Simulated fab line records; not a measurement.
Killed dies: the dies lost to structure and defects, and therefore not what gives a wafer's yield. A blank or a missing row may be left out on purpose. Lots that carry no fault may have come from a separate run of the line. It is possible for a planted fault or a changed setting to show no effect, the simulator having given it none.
Which of the tools did it?    flow n5-finfet    Sampling: 24 lots, 72 wafers, 3 of 1938 route steps

## WHAT THE GAUGES READ, wafer by wafer
N5_BEOL_M9_OVL_MEAS_12. Usual: M9_OVL gives 0.1 nm (standard deviation 0.83).
lot   measured      on          M9_OVL (nm)     flag
L074  day 9 21:43   overlay-01  -0.6 1.2 0.5    
L076  day 10 03:30  overlay-01  2.0 1.0 0.5     
L075  day 10 08:41  overlay-01  0.4 -1.0 0.8    
L077  day 10 14:37  overlay-02  0.8 1.0 0.1     
L078  day 10 17:38  overlay-01  0.3 0.0 0.0     
L079  day 11 02:40  overlay-02  -1.2 -0.5 -0.8  
L080  day 11 06:25  overlay-01  1.4 0.8 0.7     
L081  day 11 19:05  overlay-01  -0.5 -1.3 -1.0  
L083  day 12 01:15  overlay-01  0.4 0.9 1.3     
L082  day 12 04:31  overlay-01  0.6 -0.3 -0.1   
L084  day 12 11:15  overlay-02  -0.5 0.5 -0.3   
L088  day 13 04:56  overlay-01  -0.1 -0.4 -0.1  
L085  day 13 05:12  overlay-01  -0.5 -0.4 -1.1  
L086  day 13 05:30  overlay-01  -0.9 0.8 0.8    
L091  day 13 10:56  overlay-02  -0.4 0.7 0.4    
L087  day 13 11:34  overlay-02  -0.6 -0.3 0.8   
L090  day 13 15:08  overlay-01  -0.1 0.3 -0.6   
L089  day 13 18:28  overlay-01  0.9 -0.6 -0.4   
L092  day 14 17:33  overlay-01  -0.7 0.1 -1.1   
L094  day 14 17:43  overlay-01  -1.1 -0.5 0.2   
L093  day 14 21:16  overlay-02  -0.1 -0.2 1.4   
L095  day 15 00:26  overlay-01  -0.7 -0.6 -0.3  
L096  day 15 14:49  overlay-02  -1.8 1.6 -1.2   
L097  day 15 15:08  overlay-01  0.7 -1.0 0.2    

N5_BEOL_M9_OCD_MEAS_38. Usual: trench-depth-nm 151.8 nm, standard deviation 2.7.
lot   measured      on      trench-depth-nm (nm)  flag
L074  day 9 23:43   ocd-02  156.1 153.9 155.6     
L076  day 10 04:53  ocd-01  150.9 153.0 145.9     
L075  day 10 10:46  ocd-02  150.5 148.4 151.2     
L077  day 10 17:07  ocd-02  151.1 148.2 153.4     
L078  day 10 20:15  ocd-01  155.9 157.4 158.0     
L079  day 11 05:29  ocd-01  154.3 156.9 154.7     
L080  day 11 08:01  ocd-01  155.4 153.8 154.1     
L081  day 11 23:40  ocd-01  150.6 150.5 150.8     
L083  day 12 03:55  ocd-02  151.1 150.7 149.7     
L082  day 12 06:36  ocd-02  152.2 152.5 149.8     
L084  day 12 13:13  ocd-02  151.2 150.3 151.4     
L088  day 13 08:07  ocd-02  149.9 151.0 148.5     
L085  day 13 07:41  ocd-02  153.7 149.7 155.7     
L086  day 13 08:01  ocd-01  152.0 152.4 152.5     
L091  day 13 13:56  ocd-01  154.7 155.1 154.3     
L087  day 13 13:58  ocd-02  151.4 151.2 150.9     
L090  day 13 17:44  ocd-01  150.8 151.5 153.8     
L089  day 13 20:49  ocd-01  148.5 147.0 149.5     
L092  day 14 20:20  ocd-01  153.9 150.8 154.8     
L094  day 14 20:32  ocd-02  152.1 150.8 152.7     
L093  day 14 23:46  ocd-02  151.9 154.1 147.3     
L095  day 15 02:17  ocd-02  147.7 151.9 154.2     
L096  day 15 17:28  ocd-02  151.7 146.5 154.4     
L097  day 15 17:53  ocd-01  146.3 151.9 153.7     

## WHAT TOOL EACH LOT RAN ON (gives the tool, then ch and the chambers of the sampled wafers, and finally the start)
lot   N5_BEOL_M9_STRIP_36
L074  rie-diel-04 ch 0,1, day 9 23:30
L076  rie-diel-05 ch 0,1,2, day 10 04:41
L075  rie-diel-05 ch 0,1,3, day 10 10:33
L077  rie-diel-05 ch 0,2,3, day 10 16:54
L078  rie-diel-04 ch 0,3, day 10 20:02
L079  rie-diel-04 ch 0,2,3, day 11 05:16
L080  rie-diel-04 ch 0,2,3, day 11 07:49
L081  rie-diel-05 ch 1,3, day 11 23:28
L083  rie-diel-05 ch 2,3, day 12 03:43
L082  rie-diel-01 ch 0,1,2, day 12 06:23
L084  rie-diel-01 ch 0,1, day 12 12:59
L088  rie-diel-05 ch 0,1, day 13 07:54
L085  rie-diel-05 ch 0,1,2, day 13 07:29
L086  rie-diel-01 ch 0,1, day 13 07:47
L091  rie-diel-04 ch 0,3, day 13 13:43
L087  rie-diel-01 ch 0,1,2, day 13 13:46
L090  rie-diel-05 ch 1,2, day 13 17:31
L089  rie-diel-05 ch 0,1,3, day 13 20:35
L092  rie-diel-04 ch 0,2,3, day 14 20:07
L094  rie-diel-01 ch 0,3, day 14 20:19
L093  rie-diel-05 ch 0,2,3, day 14 23:34
L095  rie-diel-05 ch 0,2,3, day 15 02:04
L096  rie-diel-05 ch 0,2,3, day 15 17:15
L097  rie-diel-05 ch 0,2,3, day 15 17:41
- N5_BEOL_M9_STRIP_36: strips in N2/H2.

## AS READ BY THE TOOLS THEMSELVES (means over the sampled wafers that have a number; for cases with no such wafer, the mark the record gives instead)
N5_BEOL_M9_STRIP_36. Usual: drypump-motor-current-A 5.8 A, standard deviation 0.38; oes-product-au 0.81 a.u., standard deviation 0.075; rf-vpp-V 59.2 V, standard deviation 1.5; showerhead-plenum-p-Torr 2.56 Torr, standard deviation 0.084; throttle-valve-pct 23.63 %, standard deviation 0.25.
lot   tool         drypump-motor-current-A (A)  oes-product-au (a.u.)  rf-vpp-V (V)  showerhead-plenum-p-Torr (Torr)  throttle-valve-pct (%)  flag
L074  rie-diel-04  5.6                          0.81                   60.0          2.63                             23.61                   
L076  rie-diel-05  5.8                          0.83                   58.8          2.54                             23.81                   
L075  rie-diel-05  6.1                          0.81                   59.4          2.55                             23.71                   
L077  rie-diel-05  5.8                          0.79                   58.0          2.59                             23.81                   
L078  rie-diel-04  5.6                          0.86                   60.3          2.63                             23.34                   
L079  rie-diel-04  5.5                          0.85                   59.8          2.63                             23.24                   
L080  rie-diel-04  5.5                          0.84                   60.5          2.63                             23.23                   
L081  rie-diel-05  6.2                          0.75                   58.7          2.49                             23.66                   
L083  rie-diel-05  5.9                          0.72                   59.6          2.59                             23.78                   
L082  rie-diel-01  5.9                          0.76                   58.5          2.51                             23.71                   
L084  rie-diel-01  6.2                          0.74                   60.2          2.57                             23.67                   
L088  rie-diel-05  6.0                          0.83                   58.6          2.54                             23.76                   
L085  rie-diel-05  5.8                          0.79                   60.1          2.53                             23.82                   
L086  rie-diel-01  6.3                          0.77                   60.4          2.51                             23.68                   
L091  rie-diel-04  5.3                          0.78                   58.4          2.56                             23.34                   
L087  rie-diel-01  5.8                          0.76                   59.0          2.50                             23.72                   
L090  rie-diel-05  5.8                          0.76                   58.8          2.47                             23.76                   
L089  rie-diel-05  6.1                          0.88                   58.6          2.54                             23.61                   
L092  rie-diel-04  5.5                          0.81                   58.5          2.61                             23.27                   
L094  rie-diel-01  6.1                          0.71                   57.6          2.58                             23.56                   
L093  rie-diel-05  5.8                          0.85                   60.2          2.58                             23.73                   
L095  rie-diel-05  5.8                          0.86                   60.1          2.58                             23.74                   
L096  rie-diel-05  5.8                          0.84                   59.4          2.57                             23.72                   
L097  rie-diel-05  5.8                          0.84                   59.6          2.57                             23.73                   

## THE ANSWER, worked out from the rows above alone
Rule: lot off if the mean of its wafers having a number is beyond 3 standard deviations from the usual mean. Also off: a lot with no number at a reading for which 4 or more lots have one. The other lots that the step has rows for count as sound. Order of review: gauges by route order, followed by the tools' own readings, for which a lot's mean as printed above is used. The first step at which some lot is off is used, and at that step the reading that is off furthest; a lot without a number counts as furthest.
No lot is off on any of the readings shown, so nothing can be concluded from this.

## WHAT THE SIMULATOR HAD PUT IN
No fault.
